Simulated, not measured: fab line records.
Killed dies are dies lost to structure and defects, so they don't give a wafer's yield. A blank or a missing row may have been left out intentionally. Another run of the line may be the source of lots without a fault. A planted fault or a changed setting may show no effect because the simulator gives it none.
Chamber matching -- flow n5_finfet -- N5_BEOL_M12_VIA_ETCH_16 on rie_diel-02 has 4 sister chambers
The step etches SiOC in C4F8/O2/Ar, target depth 724.8 nm. 14 wafers are shown with their chamber, then 7 later ones without.

== WAFERS WITH THEIR CHAMBER ==
wafer,chamber,showerhead_plenum_p_Torr (Torr),throttle_valve_pct (%),oes_product_au (a.u.)
L822.1,0,3.59,23.95,0.74
L822.4,3,3.50,23.94,0.64
L822.5,0,3.59,23.96,0.74
L823.1,0,3.59,23.96,0.74
L823.5,2,3.34,23.97,0.84
L823.6,1,3.58,24.24,0.71
L825.2,0,3.59,23.97,0.72
L825.5,2,3.34,23.97,0.83
L825.6,3,3.49,23.94,0.63
L834.1,3,3.48,23.96,0.63
L834.5,2,3.33,24.01,0.80
L834.6,1,3.57,24.27,0.69
L836.1,3,3.48,23.98,0.63
L836.2,1,3.57,24.27,0.69

SIGNATURES, as means of the wafers listed above
reading,chamber 0,chamber 1,chamber 2,chamber 3,scatter within a chamber
showerhead_plenum_p_Torr,3.5900,3.5733,3.3367,3.4875,0.00639
throttle_valve_pct,23.9600,24.2600,23.9833,23.9550,0.0172
oes_product_au,0.7350,0.6967,0.8233,0.6325,0.0123
Rule: for each reading, subtract the chamber's mean from the wafer's reading, divide by that reading's scatter and square the result; add these up over the readings and take the root, which gives the wafer's distance from the chamber. If the next closest chamber is less than 2 further off than the closest, the wafer can't be placed; otherwise it belongs to the closest. The scatter: the root of (the sum of the squares of (reading less its chamber's mean) over the shown wafers, divided by (wafers less chambers)).

== WAFERS WHOSE CHAMBER IS MISSING ==
wafer,showerhead_plenum_p_Torr (Torr),throttle_valve_pct (%),oes_product_au (a.u.)
L836.5,3.57,24.27,0.69
L842.2,3.56,24.27,0.68
L842.5,3.56,24.28,0.68
L842.6,3.57,24.01,0.69
L844.2,3.56,24.02,0.68
L844.4,3.56,24.02,0.68
L844.6,3.31,24.05,0.77

== THE CHAMBER EACH PASSED THROUGH ==
wafer,from the rows above,in truth
L836.5,1,1
L842.2,1,1
L842.5,1,1
L842.6,0,0
L844.2,0,0
L844.4,0,0
L844.6,2,2
Correct placement for 7 of the 7. Can't be placed from these rows: 0. 0 placed wrongly.
